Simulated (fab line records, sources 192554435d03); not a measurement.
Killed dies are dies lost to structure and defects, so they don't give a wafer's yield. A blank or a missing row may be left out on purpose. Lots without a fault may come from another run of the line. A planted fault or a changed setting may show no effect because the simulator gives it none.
Split-lot experiment | flow n5_finfet | 7 lots, 21 wafers read, on a route of 1938 steps

THE SPLIT
At N5_BEOL_M14_ILD_DEP_00 (deposits SiO2 from TEOS/O2, target thk 1119.3 nm, time 237.4 s), the setting time_s was moved away from the recipe's 237.4 s on 6 of the 21 wafers read, by -12.4% to +14.4%. The other wafers ran this setting at the recipe's value.

The file shows no step between the split and the reading.

THE READING
M14_ILD_THK, in nm, at N5_BEOL_M14_THK_MEAS_01. Fault-free wafers of this fab line usually give 1117 nm, standard deviation 17 nm.

wafer  | tool, chamber at the split | time_s as run, s | against the recipe | M14_ILD_THK, nm | against lot-mates on the recipe
L075.2 | pecvd-03, 0                | 208              | -12.4%             | 976             | -158
L075.3 | pecvd-03, 2                | 237.4            | recipe             | 1142            | -
L075.6 | pecvd-03, 0                | 237.4            | recipe             | 1125            | -
L079.2 | pecvd-04, 1                | 271.7            | +14.4%             | 1260            | +139
L079.5 | pecvd-04, 0                | 237.4            | recipe             | 1130            | -
L079.6 | pecvd-04, 1                | 237.4            | recipe             | 1112            | -
L078.2 | pecvd-03, 1                | 262.5            | +10.6%             | 1254            | +120
L078.3 | pecvd-03, 2                | 237.4            | recipe             | 1138            | -
L078.6 | pecvd-03, 0                | 237.4            | recipe             | 1129            | -
L083.1 | pecvd-03, 1                | 237.4            | recipe             | 1102            | -
L083.4 | pecvd-03, 0                | 237.4            | recipe             | 1121            | -
L083.6 | pecvd-03, 1                | 237.4            | recipe             | 1106            | -
L082.1 | pecvd-04, 2                | 237.4            | recipe             | 1124            | -
L082.5 | pecvd-04, 2                | 237.4            | recipe             | 1133            | -
L082.6 | pecvd-04, 0                | 251.6            | +6.0%              | 1186            | +58
L088.2 | pecvd-04, 2                | 208.9            | -12.0%             | 973             | -156
L088.5 | pecvd-04, 1                | 237.4            | recipe             | 1138            | -
L088.6 | pecvd-04, 0                | 237.4            | recipe             | 1121            | -
L087.1 | pecvd-03, 1                | 237.4            | recipe             | 1113            | -
L087.4 | pecvd-03, 2                | 237.4            | recipe             | 1131            | -
L087.5 | pecvd-03, 0                | 266.9            | +12.4%             | 1261            | +139

THE FIT
A straight line over all 21 wafers: M14_ILD_THK changes by +11.3 nm for each +1% of time_s; r = +0.98; the points scatter about the line by 13 nm.
The same after taking each lot's own level away (the mean of its wafers on the recipe; 21 wafers): +11.4 nm for each +1%; r = +0.99; scatter 10 nm.
On that fit, the largest move of time_s shifts the reading by 1.7e+02 nm.
The lots' own levels span 1109.7 to 1133.5 nm, that is 1.4 times the standard deviation above.
So the lot-to-lot level changes the slope little: the two slopes agree.
Check: with one of the wafers moved furthest among these (+14.4%) left out of the fit, the line predicts +171 nm for it against its lot-mates. It came out at +139 nm against them.

OTHER SPLITS ON THESE WAFERS
These wafers also went through other splits before the reading. Each is held against what the fit with the lots' levels taken away leaves over:
other split on the same wafers     | wafers away from the commonest value | r with M14_ILD_THK (lot level and that fit taken away)
N5_BEOL_M8_ILD_DEP_00 time_s       | 7                                    | -0.20
N5_BEOL_M9_ILD_DEP_00 time_s       | 6                                    | +0.03
N5_BEOL_M9_COAT_05 spin_rpm        | 4                                    | -0.06
N5_BEOL_M9_ETCH_66 time_s          | 9                                    | +0.06
N5_BEOL_M11_PECVD_70 temp_c        | 5                                    | +0.05
N5_BEOL_M11_HM_DEP_02 target_thk_a | 7                                    | +0.06
N5_BEOL_M13_ETCH_67 bias_w         | 6                                    | -0.05

THE WHOLE CHAIN: every reading that the file lists as answering this split, in the file's order
step                    | what it does                                                   | reading                                                                             | change (the file's fit)              | r (the file's)
N5_BEOL_M14_ILD_DEP_00  | deposits SiO2 from TEOS/O2, target thk 1119.3 nm, time 237.4 s | SiO2_of_BEOL_M14_ILD_DEP_00.thk_nm (the simulator's own value, which no gauge read) | +11.4 nm for each +1% of the setting | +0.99
N5_BEOL_M14_THK_MEAS_01 |                                                                | M14_ILD_THK                                                                         | +11.4 for each +1% of the setting    | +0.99

THE FILE'S OWN FIT
M14_ILD_THK changes by +11.4 nm for each +1% of time_s, r = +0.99.
